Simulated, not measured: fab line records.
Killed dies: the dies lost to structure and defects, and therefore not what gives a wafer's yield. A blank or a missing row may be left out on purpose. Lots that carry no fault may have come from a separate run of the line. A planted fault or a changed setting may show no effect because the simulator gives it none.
Which tool was responsible? :: flow n5Finfet :: at 1 step of a route of 1938, 11 lots with 31 wafers sampled

## WHAT THE GAUGES SHOWED, per wafer
N5_MIM_TOP_LITHO_OVL_MEAS_11.
lot: L204
measured: day 12 11:31
on: overlay-02
MIM_TOP_OVL (nm): -7 -9 -9

lot: L208
measured: day 13 10:28
on: overlay-01
MIM_TOP_OVL (nm): -7 3 -6

lot: L212
measured: day 14 02:29
on: overlay-02
MIM_TOP_OVL (nm): -4 -5 -12

lot: L217
measured: day 15 16:58
on: overlay-01
MIM_TOP_OVL (nm): 1 -6 -7

lot: L216
measured: day 15 21:40
on: overlay-02
MIM_TOP_OVL (nm): -10 -8 -4

lot: L218
measured: day 15 22:12
on: overlay-02
MIM_TOP_OVL (nm): -1 -7 4

lot: L220
measured: day 16 10:48
on: overlay-02
MIM_TOP_OVL (nm): -3 -8 0

lot: L221
measured: day 16 16:25
on: overlay-02
MIM_TOP_OVL (nm): -3 -8

lot: L223
measured: day 17 04:15
on: overlay-01
MIM_TOP_OVL (nm): -7 -3 -10

lot: L222
measured: day 17 05:14
on: overlay-02
MIM_TOP_OVL (nm): -3 5

lot: L226
measured: day 17 19:48
on: overlay-01
MIM_TOP_OVL (nm): -5 -6 5

## WHICH TOOL RAN EACH LOT (tool, then ch and the chambers of the sampled wafers, then the start)
No process step before these readings appears in the record.

## WHAT THE TOOLS THEMSELVES READ (means of the sampled wafers that have a number; where no wafer has one, the mark that the record gives instead)
The record holds no such reading with a usual standard deviation.

## THE ANSWER, worked out from the rows above alone
Rule: the lots themselves supply what counts as usual. Put in order of their means at a reading, lots are off if they are a third of the lots or fewer, leave a main group of 4 or more, and stand apart from it by a gap of 3 or more times the standard deviation of the main group's means; of several such gaps the widest counts. If all means in a main group match to the digits the tables above print for the reading, that group is not used. A lot without any number at a reading at which 4 lots or more have one is off too. The other lots that the step has rows for count as sound. After the gauges, taken in route order, come the tools' own readings; for these a lot's mean is taken, as printed above. The first step at which some lot is off is used, and at that step the reading that is off furthest; a lot without a number counts as furthest.
Nothing can be told from this: no lot is off at any reading shown.

## WHAT HAD BEEN PUT IN BY THE SIMULATOR
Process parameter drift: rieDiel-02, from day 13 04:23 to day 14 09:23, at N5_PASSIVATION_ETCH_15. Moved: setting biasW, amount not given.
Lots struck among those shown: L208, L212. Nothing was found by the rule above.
